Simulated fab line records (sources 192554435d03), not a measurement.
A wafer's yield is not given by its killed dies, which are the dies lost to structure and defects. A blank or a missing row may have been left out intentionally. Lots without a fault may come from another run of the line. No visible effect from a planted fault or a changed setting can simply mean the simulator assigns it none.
Struck lot and sound lot, side by side ; flow n5_finfet ; 30 steps out of a route of 1938
Sound: the wafers L430.2, L430.4, L430.6. The struck wafers were L426.1, L426.5, L426.6. The cause is given at the end.
At each step with rows: each side's tool, then ch and its chambers, then its first start. Under that, the readings that differ: sound wafers ; struck wafers ; difference of the means ; sigmas: that difference in standard deviations of wafers without a fault.
alike: words and numbers the same on both sides, and readings whose means are apart by under 2 such deviations; not compared: readings that were withheld, readings missing a value for some wafer, numbers with overlapping values and no deviation given by the record, and bounds like >300 which may hide the same value.
The two part at a step that has a row with sigmas, a row that says differs or no value, or rows on one side only. Numbers that don't overlap but have no deviation are shown without sigmas and don't part them. A reading missing from all wafers of one side parts the sides only when that side holds two or more wafers.

first, 9 steps without rows for these wafers: N5_GATE_CUT_VAPOR_ETCH_49 (etches TiAlC in BCl3/Cl2); N5_GATE_CUT_VAPOR_ETCH_51 (etches HfO2 in BCl3/Cl2); N5_GATE_CUT_STRIP_21 (strips in N2/H2, time 30 s); N5_GATE_CUT_STRIP_29 (strips in post etch residue remover, time 60 s); N5_GATE_CUT_SRD_52 (time 30 s); N5_GATE_CUT_ALD_22 (deposits SiNx, target thk 16 nm, pulse time 1 s, ald cycles 320); N5_GATE_CUT_CMP_23 (polishes, stops on SiO2, t overpolish 23.4 s, target thk 16 nm); N5_GATE_CUT_CMP_43 (polishes SiO2); N5_GATE_CUT_CMP_61 (polishes, stops on SiNx, t overpolish 3 s).
N5_MOL_CONTACT_COAG_COAT_103: time 60 s, resist thk 80 nm.
  sound on litho_track-03 ch 0, day 10 07:04; struck on litho_track-02 ch 0, day 9 09:53
reading;sound;struck;difference;sigmas
spin_speed_rpm (rpm);1499.2 1501.4 1499.4;1662.6 1661.5 1661.4;+161.8;+99 or more
model.SOC_of_MOL_CONTACT_COAG_COAT_103.thk_nm (nm);80 80 80;75.6 76 76;-4.1;
then, 11 steps without rows for these wafers: N5_MOL_CONTACT_COAG_COAT_104 (time 60 s, resist thk 12 nm); N5_MOL_CONTACT_COAG_COAT_58 (time 60 s, resist thk 10 nm); N5_MOL_CONTACT_COAG_COAT_02 (resist thk 30 nm); N5_MOL_CONTACT_COAG_EBR_04; N5_MOL_CONTACT_COAG_SOFTBAKE_03 (time 60 s); N5_MOL_CONTACT_COAG_EXPOSE_05 (exposes mask CA, defocus 0 nm); N5_MOL_CONTACT_COAG_PEB_06 (peb time 60 s); N5_MOL_CONTACT_COAG_DEVELOP_07 (develop time 30 s); N5_MOL_CONTACT_COAG_DESCUM_13 (chemistry O2, time 7 s); N5_MOL_CONTACT_COAG_ETCH_59 (etches underlayer in N2/H2, target depth 13 nm, time 10.4 s); N5_MOL_CONTACT_COAG_ETCH_105 (etches SiARC in CF4, target depth 15.6 nm, time 26 s).
N5_MOL_CONTACT_COAG_ETCH_106: etches SOC in N2/H2, target depth 80 nm, overetch 16 nm, time 120 s.
  sound on rie_diel-01 ch 0,2, day 10 07:32; struck on rie_diel-02 ch 2,3, day 9 10:38
reading;sound;struck;difference;sigmas
model.etch.depth_nm (nm);80.07 80.01 80.03;75.68 76.02 76.01;-4.13;
  alike: bias_w, chamber_pressure_mTorr, drypump_motor_current_A, h2_flow_sccm, n2_flow_sccm, oes_product_au, rf_fwd_power_W, rf_vpp_V, showerhead_plenum_p_Torr, throttle_valve_pct
  not compared: rf_hours_counter_h
then, 5 steps without rows for these wafers: N5_MOL_CONTACT_COAG_STRIP_107 (strips in N2/H2); N5_MOL_CONTACT_COAG_STRIP_108 (strips in N2/H2); N5_MOL_CONTACT_COAG_CONTACT_ETCH_14 (etches SiO2 in C4F6/O2, target depth 27.5 nm, overetch 8.5 nm, time 20 s); N5_MOL_CONTACT_COAG_STRIP_109 (strips in C4F6/O2); N5_MOL_CONTACT_COAG_ETCH_15 (etches SiNx in CH3F/O2, stops on Si:P, target depth 7 nm).
N5_MOL_CONTACT_COAG_ETCH_110: etches Si in CF4/O2, target depth 2.5 nm, time 8 s.
  sound on rie_diel-01 ch 0,2, day 10 07:44; struck on rie_diel-02 ch 2,3, day 9 10:50
reading;sound;struck;difference;sigmas
rf_vpp_V (V);126.0 124.6 124.5;129.2 127.9 127.7;+3.2;+2
model.SOC_of_MOL_CONTACT_COAG_COAT_103.thk_nm (nm);73.6 73.6 73.8;69.4 69.6 69.6;-4.1;
  alike: bias_w, chamber_pressure_mTorr, drypump_motor_current_A, oes_product_au, rf_fwd_power_W, showerhead_plenum_p_Torr, throttle_valve_pct
  not compared: rf_hours_counter_h
then, 1 step without rows for these wafers: N5_MOL_CONTACT_COAG_STRIP_98 (strips in N2/H2).
-- record jumps: 3 days separate the struck wafers' starts on either side; left off in module MOL_CONTACT_COAG, taken up again in module BEOL_M4, whose first shown step is the route's number 1111 --
N5_BEOL_M4_RC_MEAS_101:
  sound on prober-01 ch 0, day 14 02:54; struck on prober-01 ch 0, day 12 12:47
  alike: DIBL_N, DIBL_P, IOFF_N, IOFF_P, ION_N, ION_P, SS_N, SS_P, VT_N, VT_P

== WHERE THEY PART ==
First at N5_MOL_CONTACT_COAG_COAT_103; last, within this record, at N5_MOL_CONTACT_COAG_ETCH_110. Later steps at which nothing parts them and some readings are alike: N5_BEOL_M4_RC_MEAS_101.

WHY: the cause the simulator had injected
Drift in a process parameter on litho_track-02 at N5_MOL_CONTACT_COAG_COAT_103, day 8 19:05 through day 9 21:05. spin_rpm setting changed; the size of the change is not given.
